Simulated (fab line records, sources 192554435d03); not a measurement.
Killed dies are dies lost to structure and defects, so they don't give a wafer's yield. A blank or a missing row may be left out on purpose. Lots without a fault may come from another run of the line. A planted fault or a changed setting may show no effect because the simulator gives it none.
Chamber matching | flow n5_finfet | N5_SPACER0_ALD_00 on ald_sin-04: 3 sister chambers
The step deposits SiOCN, target thk 3.5 nm, pulse time 3 s, purge time 2 s. 14 wafers are shown with their chamber, then 6 later ones without.

WAFERS WITH THEIR CHAMBER
wafer  | chamber | heater_power_w (W) | precursor_pulse_height_rel
L249.3 | 0       | 794                | 1.004
L249.4 | 3       | 787                | 0.997
L249.5 | 1       | 756                | 0.993
L251.2 | 0       | 809                | 1.009
L251.5 | 3       | 779                | 1.011
L251.6 | 0       | 798                | 0.974
L252.1 | 1       | 760                | 0.997
L252.2 | 3       | 801                | 1.016
L252.5 | 1       | 759                | 1.005
L253.1 | 0       | 810                | 0.994
L253.2 | 3       | 793                | 0.995
L253.6 | 3       | 793                | 1.018
L255.1 | 1       | 778                | 0.987
L255.3 | 3       | 790                | 0.965

SIGNATURES (means of the wafers above)
reading                    | chamber 0 | chamber 1 | chamber 3 | scatter within a chamber
heater_power_w             | 802.75    | 763.25    | 790.50    | 8.3
precursor_pulse_height_rel | 0.99525   | 0.99550   | 1.00033   | 0.0161
Rule: a wafer's distance from a chamber is the root of the sum, over the readings, of the square of ((its reading less the chamber's mean) divided by the reading's scatter). The wafer belongs to the nearest chamber; if the next one is less than 2 further off, it can't be placed. The scatter: the root of (the sum of the squares of (reading less its chamber's mean) over the shown wafers, divided by (wafers less chambers)).

WAFERS WITHOUT THEIR CHAMBER
wafer  | heater_power_w (W) | precursor_pulse_height_rel
L255.5 | 824                | 0.982
L263.1 | 804                | 1.004
L263.3 | 819                | 1.033
L263.6 | 798                | 1.013
L272.1 | 802                | 0.976
L272.6 | 781                | 1.000

WHICH CHAMBER EACH WENT THROUGH
wafer  | from the rows above          | in truth
L255.5 | can't be placed: 0 or 3      | 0
L263.1 | can't be placed: 0 or 3      | 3
L263.3 | can't be placed: 0 or 3      | 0
L263.6 | can't be placed: 3 or 0      | 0
L272.1 | can't be placed: 0 or 3      | 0
L272.6 | can't be placed: 3 or 1 or 0 | 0
Placed correctly: 0 of 6. Can't be placed from these rows: 6 (the true chamber is among the candidates in 6). Placed wrongly: 0.
